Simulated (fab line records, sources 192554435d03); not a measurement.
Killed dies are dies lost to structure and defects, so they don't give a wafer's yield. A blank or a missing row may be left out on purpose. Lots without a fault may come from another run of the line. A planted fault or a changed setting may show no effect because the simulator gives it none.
fab line records | flow n5_finfet | part 1 of 2: steps 1 to 22 of 30
record lots=5 wafers=15 last_day=16
route steps=1938 shown BEOL_M3@1017 BEOL_M4@1021
lots that met no fault: from a run of the same line without faults
start_h: hours from the record's first day to the start of the lot's first wafer shown | wait_h: hours since the lot's step before | " the same as in the row above | L1.1+2: a row that stands for several wafers | - no value, or no start given | * or withheld: withheld | < > ~ a bound
route shown NAME@n: a module of which the file shows steps, and the number in the route of the first | usual: mean/standard deviation of fault-free wafers | same: alike in all rows | chamber/n: place in a boat | sites: the reading at each site | _std_site: their standard deviation | _edge_site: outer sites' mean less inner sites' | radius_mm: how far each site lies from the wafer's centre | mask NAME#n: copy n | behind: the tool/chamber that last shaped the wafer | hold: why the lot was held/for how many hours/how that ended | device: the transistor (n, p or np) that didn't switch | end of line: the same wafers' tests at the end of the route | a step without rows: its recipe alone | killed: dies lost to structure and defects at the first sort, not the wafer's yield | map: a wafer's dies, x killed, . not, _ none there
set.NAME: the setting as run; set.NAME@STEP: as run at that earlier step | model.NAME: the simulator's own value behind a step, which no gauge read
lots at some steps of the route; a table a step, a row a wafer
services: from which hour (start_h, from the record's first day; less than 0 if before it) a tool's chamber was out of use, for how many hours, and why
## steps
# step N5_BEOL_M3_PRE_CLEAN_56
# recipe gas=NH3 time_s=15 temp_c=withheld rf_power_w=300
# columns lot.wafer tool chamber start_h wait_h
L077.3+4+6 pecvd-02 0,1,2 176.89 0.1
L079.1+2+6 pecvd-02 0,1,0 206.35 0.1
L080.1+3+4 pecvd-02 1,2,1 211.46 0.1
L084.1+3+5 pecvd-02 0,2,2 226.95 0.1
L090.1+2+6 pecvd-01 1,0,0 266.73 0.1
# step N5_BEOL_M3_DEP_57
# recipe material=SiCN target_thk_a=80 temp_c=withheld precursor=3MS/NH3 pressure_torr=3 rf_w=202 time_s=14
# usual showerhead_plenum_p_Torr=3.665/0.014 throttle_valve_pct=8.8/0.44
# columns lot.wafer tool chamber start_h wait_h showerhead_plenum_p_Torr throttle_valve_pct
L077.3 pecvd-02 0 176.92 0.0 3.658 8.8
L077.4 " 1 " " 3.659 9.0
L077.6 " 2 " " 3.671 8.2
L079.1 pecvd-02 0 206.37 0.0 3.665 9.1
L079.2 " 1 " " 3.666 9.2
L079.6 " 0 " " 3.667 8.9
L080.1 pecvd-02 1 211.48 0.0 3.672 9.3
L080.3 " 2 " " 3.667 7.9
L080.4 " 1 " " 3.655 9.2
L084.1 pecvd-02 0 226.97 0.0 3.664 8.9
L084.3 " 2 " " 3.663 8.3
L084.5 " 2 " " 3.659 8.5
L090.1 pecvd-01 1 266.76 0.0 3.658 9.2
L090.2 " 0 " " 3.670 8.3
L090.6 " 0 " " 3.679 8.3
# step N5_BEOL_M3_RS_MEAS_58
# recipe thk_meas_gauge=four-point-probe reads=Co_of_BEOL_M3_CO_CAP_55+Cu_of_BEOL_M3_ECD_50+Co_of_BEOL_M3_CVD_47+TaN_of_BEOL_M3_ALD_84
# usual M3_RS=0.67/0.035
# columns lot.wafer tool chamber start_h wait_h M3_RS[ohm/sq]
L077.3 film_metro-02 - 176.99 0.1 0.66
L077.4 " - " " 0.71
L077.6 " - " " 0.65
L079.1 film_metro-02 - 206.44 0.0 0.65
L079.2 " - " " 0.61
L079.6 " - " " 0.65
L080.1 film_metro-02 - 211.55 0.0 0.69
L080.3 " - " " 0.68
L080.4 " - " " 0.60
L084.1 film_metro-01 - 227.04 0.0 0.70
L084.3 " - " " 0.68
L084.5 " - " " 0.69
L090.1 film_metro-01 - 266.82 0.0 0.60
L090.2 " - " " 0.65
L090.6 " - " " 0.59
# step N5_BEOL_M3_INSPECT_59
# recipe inspect_instrument=darkfield mode=post_dep
# usual raw_defect_count=72/25
# columns lot.wafer tool chamber start_h wait_h raw_defect_count
L077.3 defect_inspect-02 - 177.01 0.0 45
L077.4 " - " " 66
L077.6 " - " " 51
L079.1 defect_inspect-02 - 206.47 0.0 59
L079.2 " - " " 70
L079.6 " - " " 46
L080.1 defect_inspect-01 - 211.58 0.0 106
L080.3 " - " " 97
L080.4 " - " " 42
L084.1 defect_inspect-01 - 227.07 0.0 62
L084.3 " - " " 48
L084.5 " - " " 71
L090.1 defect_inspect-01 - 266.85 0.0 97
L090.2 " - " " 132
L090.6 " - " " 56
# step N5_BEOL_M4_ILD_DEP_00
# recipe material=SiOC target_thk_a=790 temp_c=350 precursor=DEMS/O2 pressure_torr=5 rf_w=500 time_s=15.3
# usual heater_power_w=488/100 showerhead_plenum_p_Torr=5.703/0.012 throttle_valve_pct=11.6/0.51
# columns lot.wafer tool chamber start_h wait_h heater_power_w showerhead_plenum_p_Torr throttle_valve_pct
L077.3 pecvd-03 2 177.05 0.0 689 5.709 11.3
L077.4 " 1 " " 441 5.695 12.4
L077.6 " 0 " " 428 5.708 11.1
L079.1 pecvd-03 0 206.50 0.0 428 5.715 11.0
L079.2 " 1 " " 385 5.708 12.2
L079.6 " 0 " " 424 5.700 11.0
L080.1 pecvd-03 2 211.61 0.0 637 5.722 11.2
L080.3 " 1 " " 458 5.690 12.1
L080.4 " 1 " " 443 5.710 12.4
L084.1 pecvd-03 0 227.10 0.0 431 5.709 11.2
L084.3 " 2 " " 652 5.707 11.1
L084.5 " 2 " " 655 5.723 11.4
L090.1 pecvd-04 1 266.89 0.0 474 5.705 12.1
L090.2 " 0 " " 446 5.679 11.7
L090.6 " 2 " " 318 5.691 11.5
# step N5_BEOL_M4_THK_MEAS_01
# recipe reads=SiOC_of_BEOL_M4_ILD_DEP_00
# usual M4_ILD_THK=78.7/1.2
# columns lot.wafer tool chamber start_h wait_h M4_ILD_THK[nm]
L077.3 film_metro-01 - 177.12 0.1 76.4
L077.4 " - " " 77.5
L077.6 " - " " 79.2
L079.1 film_metro-02 - 206.57 0.0 78.7
L079.2 " - " " 76.2
L079.6 " - " " 79.2
L080.1 film_metro-01 - 211.68 0.0 76.5
L080.3 " - " " 76.3
L080.4 " - " " 78.3
L084.1 film_metro-02 - 227.17 0.0 79.5
L084.3 " - " " 77.6
L084.5 " - " " 78.8
L090.1 film_metro-02 - 266.95 0.0 80.0
L090.2 " - " " 79.7
L090.6 " - " " 78.5
# step N5_BEOL_M4_PECVD_72
# recipe material=SiO2 target_thk_a=160 temp_c=400 precursor=TEOS/O2 pressure_torr=5.5 rf_w=450 teos_flow_sccm=53.8 gas=O2 flow_sccm=3000 time_s=18
# usual heater_power_w=703/110 showerhead_plenum_p_Torr=8.79/0.043 throttle_valve_pct=22.0/0.84
# columns lot.wafer tool chamber start_h wait_h heater_power_w showerhead_plenum_p_Torr throttle_valve_pct
L077.3 pecvd-04 0 177.15 0.0 695 8.75 22.4
L077.4 " 1 " " 720 8.81 22.9
L077.6 " 0 " " 699 8.73 22.3
L079.1 pecvd-04 2 206.61 0.0 565 8.74 21.8
L079.2 " 1 " " 705 8.82 22.9
L079.6 " 0 " " 779 8.75 22.2
L080.1 pecvd-04 0 211.72 0.0 715 8.77 22.3
L080.3 " 1 " " 714 8.80 22.6
L080.4 " 1 " " 721 8.80 22.7
L084.1 pecvd-04 2 227.21 0.0 587 8.74 21.6
L084.3 " 1 " " 666 8.78 22.5
L084.5 " 1 " " 675 8.81 22.5
L090.1 pecvd-03 2 266.99 0.0 955 8.87 21.0
L090.2 " 0 " " 627 8.83 20.8
L090.6 " 1 " " 668 8.82 23.0
# step N5_BEOL_M4_HM_DEP_02
# recipe material=TiN target_thk_a=200 temp_c=25 chamber_pressure_pa=0.49996
# usual throttle_valve_pct=29.6/1.2
# columns lot.wafer tool chamber start_h wait_h throttle_valve_pct
L077.3 pvd_sputter-01 - 180.81 3.6 29.8
L077.4 " - " " 28.2
L077.6 " - " " 29.8
L079.1 pvd_sputter-03 - 206.72 0.1 31.0
L079.2 " - " " 30.6
L079.6 " - " " 30.3
L080.1 pvd_sputter-03 - 212.70 1.0 30.2
L080.3 " - " " 30.3
L080.4 " - " " 30.6
L084.1 pvd_sputter-03 - 229.46 2.2 27.9
L084.3 " - " " 30.8
L084.5 " - " " 30.5
L090.1 pvd_sputter-01 - 267.40 0.4 28.3
L090.2 " - " " 31.2
L090.6 " - " " 28.1
# step N5_BEOL_M4_COAT_61
# recipe resist=SOC temp_c=250 time_s=60 spin_rpm=1500 resist_thk_nm=60
# usual spin_speed_rpm=1499.9/1
# columns lot.wafer tool chamber start_h wait_h spin_speed_rpm
L077.3 litho_track-05 0 180.95 0.1 1500.0
L077.4 " 0 " " 1500.6
L077.6 " 0 " " 1501.2
L079.1 litho_track-02 0 206.84 0.1 1500.3
L079.2 " 0 " " 1499.7
L079.6 " 0 " " 1500.5
L080.1 litho_track-02 0 212.82 0.1 1500.3
L080.3 " 0 " " 1499.9
L080.4 " 0 " " 1500.6
L084.1 litho_track-05 0 229.58 0.1 1498.8
L084.3 " 0 " " 1502.2
L084.5 " 0 " " 1498.9
L090.1 litho_track-02 0 267.52 0.1 1500.3
L090.2 " 0 " " 1500.3
L090.6 " 0 " " 1500.2
# step N5_BEOL_M4_COAT_62
# recipe resist=SiARC temp_c=220 time_s=60 spin_rpm=1500 resist_thk_nm=12
# usual spin_speed_rpm=1499.8/1
# columns lot.wafer tool chamber start_h wait_h spin_speed_rpm
L077.3 litho_track-05 0 - - 1500.2
L077.4 " 0 " " 1502.4
L077.6 " 0 " " 1499.2
L079.1 litho_track-02 0 - - 1499.1
L079.2 " 0 " " 1499.9
L079.6 " 0 " " 1499.3
L080.1 litho_track-02 0 - - 1500.2
L080.3 " 0 " " 1499.2
L080.4 " 0 " " 1498.2
L084.1 litho_track-05 0 - - 1501.2
L084.3 " 0 " " 1500.2
L084.5 " 0 " " 1499.4
L090.1 litho_track-02 0 - - 1499.3
L090.2 " 0 " " 1500.2
L090.6 " 0 " " 1500.1
# step N5_BEOL_M4_COAT_73
# recipe resist=underlayer temp_c=205 time_s=60 spin_rpm=1500 resist_thk_nm=5
# usual spin_speed_rpm=1500.0/1.2
# columns lot.wafer tool chamber start_h wait_h spin_speed_rpm
L077.3 litho_track-05 0 - - 1497.6
L077.4 " 0 " " 1499.6
L077.6 " 0 " " 1502.7
L079.1 litho_track-02 0 - - 1500.0
L079.2 " 0 " " 1499.6
L079.6 " 0 " " 1498.8
L080.1 litho_track-02 0 - - 1499.6
L080.3 " 0 " " 1498.9
L080.4 " 0 " " 1499.0
L084.1 litho_track-05 0 - - 1502.2
L084.3 " 0 " " 1499.9
L084.5 " 0 " " 1502.4
L090.1 litho_track-02 0 - - 1498.5
L090.2 " 0 " " 1498.5
L090.6 " 0 " " 1499.5
# step N5_BEOL_M4_COAT_05
# recipe resist=CAR-EUV spin_rpm=1500 resist_thk_nm=30
# usual spin_speed_rpm=1499.8/1
# columns lot.wafer tool chamber start_h wait_h spin_speed_rpm
L077.3 litho_track-05 0 - - 1499.2
L077.4 " 0 " " 1499.4
L077.6 " 0 " " 1500.0
L079.1 litho_track-02 0 - - 1499.7
L079.2 " 0 " " 1499.4
L079.6 " 0 " " 1500.1
L080.1 litho_track-02 0 - - 1500.4
L080.3 " 0 " " 1499.9
L080.4 " 0 " " 1500.5
L084.1 litho_track-05 0 - - 1499.6
L084.3 " 0 " " 1501.5
L084.5 " 0 " " 1499.6
L090.1 litho_track-02 0 - - 1500.4
L090.2 " 0 " " 1501.4
L090.6 " 0 " " 1500.2
# step N5_BEOL_M4_EBR_07
# recipe solvent=PGMEA ebr_width_mm=1.5
# same ebr_width_mm=1.5
# columns lot.wafer tool chamber start_h wait_h
L077.3+4+6 litho_track-05 0 - -
L079.1+2+6 litho_track-02 0 - -
L080.1+3+4 litho_track-02 0 - -
L084.1+3+5 litho_track-05 0 - -
L090.1+2+6 litho_track-02 0 - -
# step N5_BEOL_M4_SOFTBAKE_06
# recipe temp_c=110 time_s=60 resist=CAR-EUV
# columns lot.wafer tool chamber start_h wait_h
L077.3+4+6 litho_track-05 0 - -
L079.1+2+6 litho_track-02 0 - -
L080.1+3+4 litho_track-02 0 - -
L084.1+3+5 litho_track-05 0 - -
L090.1+2+6 litho_track-02 0 - -
# step N5_BEOL_M4_EXPOSE_08
# recipe mask_id=M4 na=0.33 source_shape=dipole sigma_inner=0.369 sigma_outer=0.767 polarization=unpolarized dose_mj=41.25
# usual focus_offset_nm=-0.1/0.54 reticle_temp_C=23.00/0.099
# same dipole_opening_deg=79.7
# columns lot.wafer tool chamber start_h wait_h mask focus_offset_nm reticle_temp_C
L077.3 euv_scanner-02 0 181.23 - M4#0 -0.4 22.95
L077.4 " 0 " " M4#0 0.0 22.98
L077.6 " 0 " " M4#0 0.1 22.93
L079.1 euv_scanner-01 0 206.98 - M4#0 0.2 22.94
L079.2 " 0 " " M4#0 0.4 22.93
L079.6 " 0 " " M4#0 0.2 22.81
L080.1 euv_scanner-02 0 213.08 - M4#0 -0.5 23.01
L080.3 " 0 " " M4#0 -0.6 22.98
L080.4 " 0 " " M4#0 -0.9 23.06
L084.1 euv_scanner-02 0 229.72 - M4#0 -0.4 23.05
L084.3 " 0 " " M4#0 -0.3 22.83
L084.5 " 0 " " M4#0 0.1 22.90
L090.1 euv_scanner-01 0 267.66 - M4#0 -0.2 23.02
L090.2 " 0 " " M4#0 -0.2 23.07
L090.6 " 0 " " M4#0 -0.6 23.10
# step N5_BEOL_M4_PEB_09
# recipe peb_temp_c=100 peb_time_s=60 resist=CAR-EUV
# same peb_time_s=60
# columns lot.wafer tool chamber start_h wait_h
L077.3+4+6 litho_track-05 0 181.28 0.0
L079.1+2+6 litho_track-02 0 207.04 0.1
L080.1+3+4 litho_track-04 0 213.15 0.1
L084.1+3+5 litho_track-05 0 229.78 0.1
L090.1+2+6 litho_track-02 0 267.72 0.1
# step N5_BEOL_M4_DEVELOP_10
# recipe develop_time_s=30 developer=TMAH resist=CAR-EUV rinse_liquid=surfactant_rinse dry=air_spin dev_temp_c=23
# usual developer_temp_C=22.97/0.11
# columns lot.wafer tool chamber start_h wait_h developer_temp_C
L077.3 litho_track-05 0 - - 23.03
L077.4 " 0 " " 23.07
L077.6 " 0 " " 22.97
L079.1 litho_track-02 0 - - 23.01
L079.2 " 0 " " 22.95
L079.6 " 0 " " 23.02
L080.1 litho_track-04 0 - - 22.88
L080.3 " 0 " " 22.87
L080.4 " 0 " " 23.14
L084.1 litho_track-05 0 - - 23.01
L084.3 " 0 " " 22.85
L084.5 " 0 " " 22.91
L090.1 litho_track-02 0 - - 23.03
L090.2 " 0 " " 22.96
L090.6 " 0 " " 23.13
# step N5_BEOL_M4_CD_MEAS_11
# recipe target_cd_nm=16.79 landing_energy_ev=500 detector=se_inlens polarity=opening
# usual cd_nm=16.74/0.25
# same landing_energy_ev=500
# columns lot.wafer tool chamber start_h wait_h cd_nm
L077.3 cd_sem-01 0 181.35 - 16.94
L077.4 " 0 " " 16.73
L077.6 " 0 " " 16.54
L079.1 cd_sem-03 0 207.11 - 17.18
L079.2 " 0 " " 16.62
L079.6 " 0 " " 17.13
L080.1 cd_sem-02 0 213.22 - 17.05
L080.3 " 0 " " 16.92
L080.4 " 0 " " 16.87
L084.1 cd_sem-01 0 229.85 - 16.53
L084.3 " 0 " " 16.96
L084.5 " 0 " " 16.80
L090.1 cd_sem-01 0 267.79 - 16.59
L090.2 " 0 " " 16.46
L090.6 " 0 " " 16.48
# step N5_BEOL_M4_OVL_MEAS_12
# recipe points_per_wafer=522
# usual M4_OVL=-0.1/0.67
# columns lot.wafer tool chamber start_h wait_h M4_OVL[nm]
L077.3 overlay-01 0 181.39 0.0 0.2
L077.4 " 0 " " 0.1
L077.6 " 0 " " 0.7
L079.1 overlay-01 0 207.14 0.0 -1.0
L079.2 " 0 " " -0.8
L079.6 " 0 " " -0.2
L080.1 overlay-01 0 213.25 0.0 0.5
L080.3 " 0 " " 0.6
L080.4 " 0 " " -1.1
L084.1 overlay-02 0 229.88 0.0 0.2
L084.3 " 0 " " 0.9
L084.5 " 0 " " 0.8
L090.1 overlay-02 0 267.82 0.0 0.6
L090.2 " 0 " " 0.5
L090.6 " 0 " " 0.4
# step N5_BEOL_M4_INSPECT_13
# recipe mode=adi inspect_instrument=brightfield
# usual raw_defect_count=400/89
# columns lot.wafer tool chamber start_h wait_h raw_defect_count
L077.3 defect_inspect-01 - 181.44 0.0 367
L077.4 " - " " 375
L077.6 " - " " 350
L079.1 defect_inspect-02 - 207.20 0.1 329
L079.2 " - " " 378
L079.6 " - " " 381
L080.1 defect_inspect-01 - 213.30 0.1 409
L080.3 " - " " 402
L080.4 " - " " 423
L084.1 defect_inspect-02 - 229.94 0.1 462
L084.3 " - " " 361
L084.5 " - " " 487
L090.1 defect_inspect-02 - 267.88 0.1 449
L090.2 " - " " 611
L090.6 " - " " 355
# step N5_BEOL_M4_DESCUM_16
# recipe chemistry=O2 time_s=7 source_power_w=50 bias_power_w=20 pressure_mtorr=20 rf_frequency_hz=2.712e+07 temp_c=40 resist=CAR-EUV o2_flow_sccm=225
# usual drypump_motor_current_A=5.6/0.52 oes_product_au=0.80/0.058 rf_vpp_V=243.1/1.2 showerhead_plenum_p_Torr=2.08/0.066 throttle_valve_pct=20.40/0.25
# columns lot.wafer tool chamber start_h wait_h drypump_motor_current_A oes_product_au rf_hours_counter_h rf_vpp_V showerhead_plenum_p_Torr throttle_valve_pct
L077.3 rie_diel-03 1 181.47 0.0 6.1 0.89 42 244.8 2.14 20.17
L077.4 " 0 " " 5.5 0.84 73 246.7 2.22 19.98
L077.6 " 3 " " 6.0 0.77 - 243.6 2.09 20.13
L079.1 rie_diel-06 0 207.32 0.1 6.2 0.85 45 242.5 2.03 20.45
L079.2 " 1 " " 4.8 0.72 172 242.4 2.02 20.76
L079.6 " 2 " " 5.4 0.80 - 241.5 2.01 20.35
L080.1 rie_diel-02 2 213.34 0.0 5.1 0.88 39 242.4 2.04 20.62
L080.3 " 1 " " 5.0 0.85 50 243.4 2.03 20.37
L080.4 " 3 " " 5.4 0.76 157 244.8 2.19 20.60
L084.1 rie_diel-06 1 229.98 0.0 4.9 0.72 180 242.6 2.02 20.75
L084.3 " 3 " " 6.6 0.77 109 242.7 2.12 20.65
L084.5 " 2 " " 5.4 0.78 - 241.6 2.01 20.35
L090.1 rie_diel-03 1 267.91 0.0 6.1 0.85 71 243.3 2.13 20.21
L090.2 " 0 " " 5.5 0.80 102 244.9 2.21 20.02
L090.6 " 1 " " 6.1 0.84 - 242.2 2.13 20.22
# step N5_BEOL_M4_ETCH_74
# recipe chemistry=N2/H2 target=underlayer target_depth_a=65 mask_material=CAR-EUV time_s=5.2 ion_energy_ev=200 pressure_mtorr=30 source_w=840 bias_w=150 n2_flow_sccm=200 h2_flow_sccm=200 ends=cleared
# usual drypump_motor_current_A=5.6/0.53 etch_rf_on_time_s=5.28/0.14 oes_product_au=0.68/0.048 rf_vpp_V=523.4/2.3 showerhead_plenum_p_Torr=2.52/0.08 throttle_valve_pct=17.79/0.27
# columns lot.wafer tool chamber start_h wait_h drypump_motor_current_A etch_rf_on_time_s oes_product_au rf_hours_counter_h rf_vpp_V showerhead_plenum_p_Torr throttle_valve_pct
L077.3 rie_diel-03 1 181.50 0.0 6.1 5.39 0.74 42 524.0 2.59 17.55
L077.4 " 0 " " 5.4 5.19 0.70 73 527.4 2.68 17.26
L077.6 " 3 " " 6.0 5.12 0.64 - 525.1 2.54 17.74
L079.1 rie_diel-06 0 207.36 0.0 6.2 5.17 0.74 45 520.9 2.48 17.82
L079.2 " 1 " " 4.8 5.23 0.62 172 520.4 2.42 17.88
L079.6 " 2 " " 5.4 5.49 0.68 - 520.1 2.45 17.68
L080.1 rie_diel-02 2 213.37 0.0 5.1 5.10 0.76 39 520.3 2.49 18.15
L080.3 " 1 " " 5.0 5.47 0.70 50 521.8 2.48 17.89
L080.4 " 3 " " 5.4 5.34 0.64 157 526.5 2.65 17.84
L084.1 rie_diel-06 1 230.01 0.0 4.8 5.24 0.62 180 520.0 2.41 17.89
L084.3 " 3 " " 6.6 5.18 0.67 109 524.1 2.57 18.12
L084.5 " 2 " " 5.5 5.49 0.66 - 522.2 2.45 17.72
L090.1 rie_diel-03 1 267.95 0.0 6.1 5.32 0.73 71 525.8 2.58 17.61
L090.2 " 0 " " 5.5 5.20 0.68 102 526.4 2.67 17.32
L090.6 " 1 " " 6.1 5.30 0.73 - 522.4 2.58 17.61
